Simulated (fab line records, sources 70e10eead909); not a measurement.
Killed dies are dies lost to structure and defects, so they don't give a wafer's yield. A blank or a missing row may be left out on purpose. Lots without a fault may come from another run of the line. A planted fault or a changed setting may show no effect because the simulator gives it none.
Tool commonality check | flow nand_harc | 10 lots, 30 wafers sampled

WHY IT WAS OPENED
At NHARC_P_M2_CD_MEAS_09 the reading cd_nm is flagged on 2 of 10 lots. Wafers without a fault read 169.8 nm, standard deviation 0.75.
Rule: a lot is flagged when every wafer of it that has a number lies more than 4 standard deviations from that mean, or none has a number. The other lots count as sound.

lot  | measured     | on        | cd_nm (nm), wafer by wafer | flag
L438 | day 6 13:05  | cd_sem-01 | 169.7 169.7 170.1          |
L439 | day 6 16:46  | cd_sem-01 | 171.2 171.8 170.7          |
L443 | day 8 07:52  | cd_sem-03 | 169.3 169.7 168.8          |
L446 | day 9 18:55  | cd_sem-02 | 169.8 170.4 170.0          |
L452 | day 12 13:11 | cd_sem-03 | 170.5 169.4 170.6          |
L454 | day 13 00:55 | cd_sem-03 | 175.0 173.8 174.6          | FLAGGED
L455 | day 13 13:19 | cd_sem-01 | 173.3 174.4 175.1          | FLAGGED
L456 | day 13 21:05 | cd_sem-02 | 170.6 169.1 169.0          |
L459 | day 14 23:50 | cd_sem-02 | 170.9 170.7 170.6          |
L460 | day 15 19:46 | cd_sem-03 | 169.2 169.3 169.8          |
The numbers of the flagged lots are 174.4 nm on average: +4.6 nm against the usual, or +6 standard deviations.

WHICH TOOL RAN EACH LOT
The record holds 3 process steps before the reading, out of a route of 1302 steps. In each cell: the tool, then ch and the chambers that the sampled wafers went through, then the start.
lot  | flag    | NHARC_P_M1_DESCUM_14               | NHARC_P_M1_ETCH_15                            | NHARC_P_M2_PEB_07
L438 |         | rie_diel-03 ch 0,1,2, day 6 09:08  | rie_diel-03 ch 2,3, day 6 13:01 or earlier    | litho_track-04 ch 0, day 6 13:01
L439 |         | rie_diel-03 ch 0,2, day 6 12:54    | rie_diel-03 ch 0,2,3, day 6 16:41 or earlier  | litho_track-04 ch 0, day 6 16:41
L443 |         | rie_diel-07 ch 0,1, day 8 03:53    | rie_diel-07 ch 0,2,3, day 8 07:47 or earlier  | litho_track-06 ch 0, day 8 07:47
L446 |         | rie_diel-03 ch 1,2,3, day 9 14:58  | rie_diel-03 ch 1,2,3, day 9 18:50 or earlier  | litho_track-06 ch 0, day 9 18:50
L452 |         | rie_diel-07 ch 0,2, day 12 08:41   | rie_diel-07 ch 0,1, day 12 13:05 or earlier   | litho_track-04 ch 0, day 12 13:05
L454 | FLAGGED | rie_diel-07 ch 1,2,3, day 12 20:58 | rie_diel-07 ch 1,2,3, day 13 00:50 or earlier | litho_track-04 ch 0, day 13 00:50
L455 | FLAGGED | rie_diel-03 ch 0,3, day 13 09:03   | rie_diel-03 ch 0,1,2, day 13 13:14 or earlier | litho_track-04 ch 0, day 13 13:14
L456 |         | rie_diel-03 ch 0,1,3, day 13 17:14 | rie_diel-03 ch 1,2,3, day 13 21:00 or earlier | litho_track-01 ch 0, day 13 21:00
L459 |         | rie_diel-03 ch 0,1,2, day 14 19:46 | rie_diel-03 ch 0,2, day 14 23:46 or earlier   | litho_track-06 ch 0, day 14 23:46
L460 |         | rie_diel-03 ch 1,2,3, day 15 15:49 | rie_diel-03 ch 0,1,2, day 15 19:41 or earlier | litho_track-01 ch 0, day 15 19:41
What these steps do:
- NHARC_P_M1_DESCUM_14: chemistry O2, time 3 s.
- NHARC_P_M1_ETCH_15: etches the open film in C4F8/Ar, target depth 182.5 nm, time 91.2 s.
- NHARC_P_M2_PEB_07: peb time 65 s.
- NHARC_P_M2_CD_MEAS_09: target cd 170 nm.

FLAGGED OVER TOTAL, TOOL BY TOOL (the gauges that took the reading come last)
step                  | tool           | lots run | flagged | share of the flagged lots | sound lots run after its first flagged lot
NHARC_P_M1_DESCUM_14  | rie_diel-03    | 7        | 1       | some                      | 3 (L456,L459,L460)
NHARC_P_M1_DESCUM_14  | rie_diel-07    | 3        | 1       | some                      | 0
NHARC_P_M1_ETCH_15    | rie_diel-03    | 7        | 1       | some                      | 3 (L456,L459,L460)
NHARC_P_M1_ETCH_15    | rie_diel-07    | 3        | 1       | some                      | 0
NHARC_P_M2_PEB_07     | litho_track-01 | 2        | 0       | none                      | -
NHARC_P_M2_PEB_07     | litho_track-04 | 5        | 2       | all                       | 0
NHARC_P_M2_PEB_07     | litho_track-06 | 3        | 0       | none                      | -
NHARC_P_M2_CD_MEAS_09 | cd_sem-01      | 3        | 1       | some                      | 0
NHARC_P_M2_CD_MEAS_09 | cd_sem-02      | 3        | 0       | none                      | -
NHARC_P_M2_CD_MEAS_09 | cd_sem-03      | 4        | 1       | some                      | 1 (L460)
NHARC_P_M1_ETCH_15 gives no start for some lots, so the hours and the order of its lots are those of NHARC_P_M2_PEB_07.

WHAT THE TABLE ALLOWS
1 row of the table ran every flagged lot: litho_track-04 at NHARC_P_M2_PEB_07.
- litho_track-04 at NHARC_P_M2_PEB_07: 2 of its 5 lots flagged. Its last sound lot is L452 (day 12 13:05), its first flagged lot L454 (day 13 00:50): a fault that began between those two fits. Its own readings lie more than 4 standard deviations out on every wafer of the flagged lots: heater_power_total_W, plate_temp_C.
One tool is left: litho_track-04 at NHARC_P_M2_PEB_07.

WHAT THE SIMULATOR HAD PUT IN
Process parameter drift: litho_track-04, from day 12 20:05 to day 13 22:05, at NHARC_P_M2_PEB_07. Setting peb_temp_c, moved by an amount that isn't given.
Lots struck among those shown: L454, L455. The rule above found the same.
